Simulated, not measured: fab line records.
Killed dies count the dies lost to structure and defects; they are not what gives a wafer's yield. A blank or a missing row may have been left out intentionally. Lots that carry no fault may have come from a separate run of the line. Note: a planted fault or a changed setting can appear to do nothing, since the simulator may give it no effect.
Split-lot trial | flow n5-finfet | 21 wafers read across 7 lots, on a route 1938 steps long

== THE SPLIT ITSELF ==
At N5_BEOL_M1_COAT_67 (time 60 s, resist thk 60 nm), the setting spin-rpm was moved away from the recipe's 1500 rpm on 8 of the 21 wafers read, by +3.4% to +10.4%. For the rest of the wafers, this setting stayed at what the recipe calls for.

The reading comes from the split's own step.

== THE READING ==
SOC_of_BEOL_M1_COAT_67.thk-nm (the simulator's own value, which no gauge read), in nm, at N5_BEOL_M1_COAT_67 (time 60 s, resist thk 60 nm). There is no usual value for it anywhere in the file. The 13 wafers here that ran the recipe average 60.1 nm, standard deviation 0.1 nm.

wafer  | tool, chamber at the split | spin-rpm as run, rpm | against the recipe | SOC_of_BEOL_M1_COAT_67.thk-nm, nm | against lot-mates on the recipe
L075.3 | litho-track-01, 0          | 1551                 | +3.4%              | 59                                | -1.0
L075.4 | litho-track-01, 0          | 1551                 | +3.4%              | 59                                | -1.0
L075.5 | litho-track-01, 0          | 1500                 | recipe             | 60                                | -
L077.1 | litho-track-02, 0          | 1500                 | recipe             | 60                                | -
L077.3 | litho-track-02, 0          | 1500                 | recipe             | 60.2                              | -
L077.6 | litho-track-02, 0          | 1500                 | recipe             | 60.2                              | -
L084.2 | litho-track-04, 0          | 1500                 | recipe             | 60                                | -
L084.5 | litho-track-04, 0          | 1500                 | recipe             | 60.2                              | -
L084.6 | litho-track-04, 0          | 1500                 | recipe             | 60.2                              | -
L086.1 | litho-track-02, 0          | 1500                 | recipe             | 60                                | -
L086.4 | litho-track-02, 0          | 1656                 | +10.4%             | 57                                | -3.0
L086.6 | litho-track-02, 0          | 1656                 | +10.4%             | 57                                | -3.0
L087.3 | litho-track-04, 0          | 1500                 | recipe             | 60                                | -
L087.6 | litho-track-04, 0          | 1500                 | recipe             | 60                                | -
L087.4 | litho-track-04, 0          | 1638                 | +9.2%              | 57.6                              | -2.4
L091.1 | litho-track-02, 0          | 1500                 | recipe             | 60                                | -
L091.3 | litho-track-02, 0          | 1500                 | recipe             | 60.2                              | -
L091.4 | litho-track-02, 0          | 1500                 | recipe             | 60.2                              | -
L097.4 | litho-track-02, 0          | 1553                 | +3.5%              | 59.4                              | no lot-mate on the recipe
L097.6 | litho-track-02, 0          | 1553                 | +3.5%              | 59.4                              | no lot-mate on the recipe
L097.5 | litho-track-02, 0          | 1553                 | +3.5%              | 59.2                              | no lot-mate on the recipe

FIT RESULTS
A straight line over all 21 wafers: SOC_of_BEOL_M1_COAT_67.thk-nm changes by -0.287 nm for each +1% of spin-rpm; r = -0.99; the points scatter about the line by 0.15 nm.
The same after taking each lot's own level away (the mean of its wafers on the recipe; 18 wafers): -0.281 nm for each +1%; r = -1.00; scatter 0.09 nm.
That fit puts the effect of the largest move of spin-rpm on the reading at 2.9 nm.
From 60.00 to 60.13 nm: that is the span of the lots' own levels, equal to 1.3 times the standard deviation above.
Hence the lot-to-lot level has little effect on the slope; both slopes agree.
Check: for one of the wafers moved furthest among these (+10.4%), held out of the fit, the line's prediction against its lot-mates is -2.89 nm. It came out at -3 nm against them.

== FURTHER SPLITS ON THESE WAFERS ==
These wafers also went through other splits before the reading. Each is held against what the fit with the lots' levels taken away leaves over:
other split on the same wafers        | wafers away from the commonest value | r with SOC_of_BEOL_M1_COAT_67.thk-nm (lot level and that fit taken away)
N5_GATE_CUT_ETCH_58 bias-w            | 8                                    | -0.08
N5_GATE_CUT_COAT_27 spin-rpm          | 6                                    | -0.34
N5_MOL_CONTACT_COAG_ETCH_15 source-w  | 4                                    | +0.09
N5_MOL_CONTACT_COAG_ETCH_110 bias-w   | 7                                    | +0.05
N5_MOL_CONTACT_COAG_COAT_34 spin-rpm  | 9                                    | -0.17
N5_MOL_CONTACT_COAG_EXPOSE_37 dose-mj | 4                                    | +0.15
N5_BEOL_M0_SAQP_DESCUM_19 time-s      | 8                                    | +0.33
N5_BEOL_M1_ILD_DEP_00 time-s          | 8                                    | -0.17
N5_BEOL_M1_COAT_05 spin-rpm           | 7                                    | -0.09

== FILE'S OWN FIT ==
SOC_of_BEOL_M1_COAT_67.thk-nm changes by -0.277 nm for each +1% of spin-rpm, r = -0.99.
